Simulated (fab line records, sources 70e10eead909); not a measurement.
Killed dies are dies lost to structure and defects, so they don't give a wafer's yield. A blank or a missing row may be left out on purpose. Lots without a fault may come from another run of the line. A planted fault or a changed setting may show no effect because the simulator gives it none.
fab line records | flow nand_harc
record lots=6 wafers=18 last_day=33
route steps=1302 shown A_DECK1_JOINT@539 A_ONON_D2@545
lots that met no fault: from a run of the same line without faults
start_h: hours from the record's first day to the start of the lot's first wafer shown | wait_h: hours since the lot's step before | " the same as in the row above | L1.1+2: a row that stands for several wafers | - no value, or no start given | * or withheld: withheld | < > ~ a bound
route shown NAME@n: a module of which the file shows steps, and the number in the route of the first | usual: mean/standard deviation of fault-free wafers | same: alike in all rows | chamber/n: place in a boat | sites: the reading at each site | _std_site: their standard deviation | _edge_site: outer sites' mean less inner sites' | radius_mm: how far each site lies from the wafer's centre | mask NAME#n: copy n | behind: the tool/chamber that last shaped the wafer | hold: why the lot was held/for how many hours/how that ended | device: the transistor (n, p or np) that didn't switch | end of line: the same wafers' tests at the end of the route | a step without rows: its recipe alone | killed: dies lost to structure and defects at the first sort, not the wafer's yield | map: a wafer's dies, x killed, . not, _ none there
set.NAME: the setting as run; set.NAME@STEP: as run at that earlier step | model.NAME: the simulator's own value behind a step, which no gauge read
lots at some steps of the route; a table a step, a row a wafer
services: from which hour (start_h, from the record's first day; less than 0 if before it) a tool's chamber was out of use, for how many hours, and why
## steps
# step NHARC_A_DECK1_JOINT_CMP_02
# recipe material=SiOx
# usual motor_current_A=12.0/1.5
# columns lot.wafer tool chamber start_h wait_h motor_current_A
L196.1 cmp-01 2 332.88 0.4 10.9
L196.6 " 0 " " 10.2
L196.5 " 1 " " 12.7
L199.4 cmp-01 2 367.20 0.4 10.9
L199.3 " 3 " " 11.8
L199.6 " 2 " " 10.8
L206.2 cmp-01 3 437.52 0.4 11.6
L206.1 " 0 " " 11.3
L206.4 " 1 " " 12.0
L209.4 cmp-03 2 468.61 0.4 12.5
L209.5 " 0 " " 11.9
L209.6 " 1 " " 10.5
L211.3 cmp-03 1 482.67 0.4 10.5
L211.5 " 3 " " 16.7
L211.6 " 0 " " 11.3
L213.1 cmp-01 1 503.97 0.4 13.0
L213.3 " 2 " " 10.9
L213.2 " 3 " " 11.1
# step NHARC_A_DECK1_JOINT_SRD_15
# step NHARC_A_DECK1_JOINT_DEP_16
# recipe target_thk_a=450 temp_c=400 pressure_torr=6.5 rf_w=900 teos_flow_sccm=161.4 flow_sccm=2650 target_thk_nm=45 gas=O2 material=SiO2
# usual heater_power_w=507/89 rf_fwd_power_W=896.8/2.9 throttle_valve_pct=15.7/0.48
# columns lot.wafer tool chamber start_h wait_h heater_power_w rf_fwd_power_W throttle_valve_pct
L196.1 pecvd-02 1 333.28 0.1 595 893.1 15.6
L196.5 " 2 " " 458 892.1 15.7
L196.6 " 1 " " 597 887.4 15.3
L199.3 pecvd-01 2 367.63 0.1 406 897.5 16.5
L199.6 " 0 " " 643 896.8 15.5
L199.4 " 2 " " 409 898.4 16.5
L206.1 pecvd-02 2 437.89 0.1 533 899.8 15.3
L206.2 " 1 " " 596 893.5 14.9
L206.4 " 2 " " 516 897.8 15.1
L209.6 pecvd-01 1 469.06 0.2 508 897.2 15.8
L209.4 " 2 " " 516 899.4 16.7
L209.5 " 0 " " 559 892.9 15.5
L211.3 pecvd-01 0 483.01 0.1 605 894.7 15.6
L211.5 " 1 " " 508 896.3 15.6
L211.6 " 2 " " 419 897.9 16.9
L213.2 pecvd-04 0 504.33 0.1 578 898.2 16.0
L213.1 " 1 " " 470 903.1 15.4
L213.3 " 2 " " 474 895.8 15.5
# step NHARC_A_DECK1_JOINT_THK_MEAS_17
# recipe thk_meas_gauge=ellipsometry
# usual thk_nm=45.1/1.3
# columns lot.wafer tool chamber start_h wait_h thk_nm
L196.1 film_metro-02 - 333.50 0.2 43.0
L196.5 " - " " 44.4
L196.6 " - " " 43.6
L199.3 film_metro-01 - 367.85 0.2 44.4
L199.4 " - " " 45.5
L199.6 " - " " 44.3
L206.1 film_metro-02 - 438.17 0.3 43.3
L206.2 " - " " 42.1
L206.4 " - " " 46.8
L209.4 film_metro-01 - 469.26 0.1 46.5
L209.5 " - " " 45.5
L209.6 " - " " 45.8
L211.3 film_metro-02 - 483.30 0.3 44.6
L211.5 " - " " 44.5
L211.6 " - " " 47.5
L213.1 film_metro-01 - 504.61 0.2 42.7
L213.2 " - " " 45.9
L213.3 " - " " 45.8
# step NHARC_A_DECK1_JOINT_INSPECT_05
# usual raw_defect_count=309/130
# columns lot.wafer tool chamber start_h wait_h raw_defect_count
L196.1 defect_inspect-02 - 333.54 0.0 223
L196.5 " - " " 327
L196.6 " - " " 287
L199.3 defect_inspect-01 - 367.89 0.0 241
L199.4 " - " " 207
L199.6 " - " " 147
L206.1 defect_inspect-02 - 438.20 0.0 395
L206.2 " - " " 303
L206.4 " - " " 367
L209.4 defect_inspect-02 - 469.30 0.0 208
L209.5 " - " " 192
L209.6 " - " " 214
L211.3 defect_inspect-02 - 483.33 0.0 319
L211.5 " - " " 245
L211.6 " - " " 209
L213.1 defect_inspect-01 - 504.65 0.0 329
L213.2 " - " " 370
L213.3 " - " " 278
# step NHARC_A_ONON_D2_DEP_00
# recipe target_thk_a=10000 n2_flow_sccm=2750 n2o_flow_sccm=2000 nh3_flow_sccm=500 sih4_flow_sccm=210 temp_c=400
# step NHARC_A_ONON_D2_THK_MEAS_02
# recipe thk_meas_gauge=ellipsometry
# usual thk_nm=998/8.6
# columns lot.wafer tool chamber start_h wait_h thk_nm
L196.1 film_metro-01 - 334.11 - 994
L196.5 " - " " 996
L196.6 " - " " 995
L199.3 film_metro-02 - 368.46 - 1001
L199.4 " - " " 1001
L199.6 " - " " 1000
L206.1 film_metro-02 - 438.78 - 991
L206.2 " - " " 989
L206.4 " - " " 991
L209.4 film_metro-01 - 469.88 - 1008
L209.5 " - " " 1007
L209.6 " - " " 1007
L211.3 film_metro-01 - 483.91 - 987
L211.5 " - " " 988
L211.6 " - " " 986
L213.1 film_metro-01 - 505.22 - 1008
L213.2 " - " " 1007
L213.3 " - " " 1009
# step NHARC_A_ONON_D2_DEP_03
# recipe target_thk_a=10000 n2_flow_sccm=2750 n2o_flow_sccm=2000 nh3_flow_sccm=500 sih4_flow_sccm=210 temp_c=400
# step NHARC_A_ONON_D2_THK_MEAS_05
# recipe thk_meas_gauge=ellipsometry
# usual thk_nm=1001/8.1
# columns lot.wafer tool chamber start_h wait_h thk_nm
L196.1 film_metro-01 - 334.68 - 1011
L196.5 " - " " 1010
L196.6 " - " " 1010
L199.3 film_metro-01 - 369.04 - 996
L199.4 " - " " 996
L199.6 " - " " 998
L206.1 film_metro-02 - 439.35 - 998
L206.2 " - " " 1001
L206.4 " - " " 1001
L209.4 film_metro-01 - 470.45 - 1005
L209.5 " - " " 1005
L209.6 " - " " 1008
L211.3 film_metro-02 - 484.48 - 988
L211.5 " - " " 987
L211.6 " - " " 986
L213.1 film_metro-02 - 505.79 - 1007
L213.2 " - " " 1009
L213.3 " - " " 1006
# step NHARC_A_ONON_D2_DEP_06
# recipe target_thk_a=10000 n2_flow_sccm=2750 n2o_flow_sccm=2000 nh3_flow_sccm=500 sih4_flow_sccm=210 temp_c=400
# step NHARC_A_ONON_D2_THK_MEAS_08
# recipe thk_meas_gauge=ellipsometry
# usual thk_nm=1002/11
# columns lot.wafer tool chamber start_h wait_h thk_nm
L196.1 film_metro-02 - 335.24 - 986
L196.5 " - " " 986
L196.6 " - " " 987
L199.3 film_metro-01 - 369.60 - 1003
L199.4 " - " " 1002
L199.6 " - " " 1003
L206.1 film_metro-02 - 439.91 - 994
L206.2 " - " " 994
L206.4 " - " " 995
L209.4 film_metro-02 - 471.01 - 1015
L209.5 " - " " 1016
L209.6 " - " " 1016
L211.3 film_metro-01 - 485.06 - 994
L211.5 " - " " 990
L211.6 " - " " 992
L213.1 film_metro-01 - 506.35 - 1022
L213.2 " - " " 1019
L213.3 " - " " 1023
# step NHARC_A_ONON_D2_DEP_09
# recipe target_thk_a=10000 n2_flow_sccm=2750 n2o_flow_sccm=2000 nh3_flow_sccm=500 sih4_flow_sccm=210 temp_c=400
# columns lot.wafer tool chamber start_h wait_h
L196.1+5+6 pecvd_onon-03 0 335.29 0.1
L199.3+4+6 pecvd_onon-01 0 369.77 0.2
L206.1+2+4 pecvd_onon-03 0 439.97 0.1
L209.4+5+6 pecvd_onon-03 0 471.25 0.2
L211.3+5+6 pecvd_onon-02 0 485.24 0.2
L213.1+2+3 pecvd_onon-02 0 506.41 0.1
# step NHARC_A_ONON_D2_THK_MEAS_11
# recipe thk_meas_gauge=ellipsometry
# usual thk_nm=999/11
# columns lot.wafer tool chamber start_h wait_h thk_nm
L196.1 film_metro-01 - 335.80 - 993
L196.5 " - " " 994
L196.6 " - " " 992
L199.3 film_metro-02 - 370.17 - 996
L199.4 " - " " 996
L199.6 " - " " 995
L206.1 film_metro-02 - 440.48 - 1024
L206.2 " - " " 1024
L206.4 " - " " 1524
L209.4 film_metro-01 - 471.59 - 1506
L209.5 " - " " 1006
L209.6 " - " " 1507
L211.3 film_metro-01 - 485.63 - 1001
L211.5 " - " " 1000
L211.6 " - " " 1001
L213.1 film_metro-02 - 506.92 - 992
L213.2 " - " " 991
L213.3 " - " " 989
# step NHARC_A_ONON_D2_DEP_12
# recipe target_thk_a=10000 n2_flow_sccm=2750 n2o_flow_sccm=2000 nh3_flow_sccm=500 sih4_flow_sccm=210 temp_c=400
## services
# columns tool chamber start_h hours kind
pecvd-01 - 311.27 13.0 pm
pecvd-02 1 349.80 28.0 repair
cmp-03 - 358.20 4.0 pm
pecvd_onon-02 - 366.00 13.0 pm
cmp-01 - 381.50 4.0 pm
cmp-01 - 385.50 - consumable_replace:conditioner
cmp-01 - 385.50 - consumable_replace:pad
pecvd_onon-03 - 408.00 13.0 pm
pecvd-02 - 408.47 13.0 pm
cmp-01 - 416.35 0.4 repair
cmp-03 - 417.03 0.4 repair
cmp-01 - 418.09 0.7 repair
cmp-03 - 434.84 0.5 repair
cmp-01 - 443.58 4.4 repair
cmp-01 - 449.88 0.6 repair
pecvd-04 - 450.00 13.0 pm
pecvd_onon-01 - 450.40 13.0 pm
cmp-01 - 453.97 1.6 repair
pecvd_onon-03 - 454.26 0.2 repair
cmp-03 - 456.20 4.0 pm
cmp-03 - 469.71 2.4 repair
cmp-01 - 479.50 4.0 pm
cmp-01 - 491.61 1.1 repair
pecvd-01 - 492.27 13.0 pm
## key
first_sign step=NHARC_A_ONON_D2_THK_MEAS_11 reading=thk_nm direction=up sigmas=46 usual=999 struck=1512
effect none on later readings
met_at NHARC_A_ONON_D2_DEP_09
struck_wafers L206.4,L209.4,L209.6
sort_left_out L206.4,L209.4,L209.6
tester_left_out L206,L209
onset_between 335.29 439.97
fault kind=process_parameter_drift tool=pecvd_onon-03 chamber=- onset_h=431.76 steps=NHARC_A_ONON_D2_DEP_09 channel=target_thk_a offset=* shape=step end_h=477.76 scope=struck_wafers_only acts_in=* stated=*
# tester_left_out: of these lots the tester's yield and bins aren't shown, on N5 and GAA mostly nor the transistor test; their killed dies are dies lost to structure and defects alone, not to doping, threshold or leakage, so they don't give the yield
# sort_left_out: the simulated sort isn't trusted on such a fault, so these wafers' sort isn't shown, and their yield isn't known
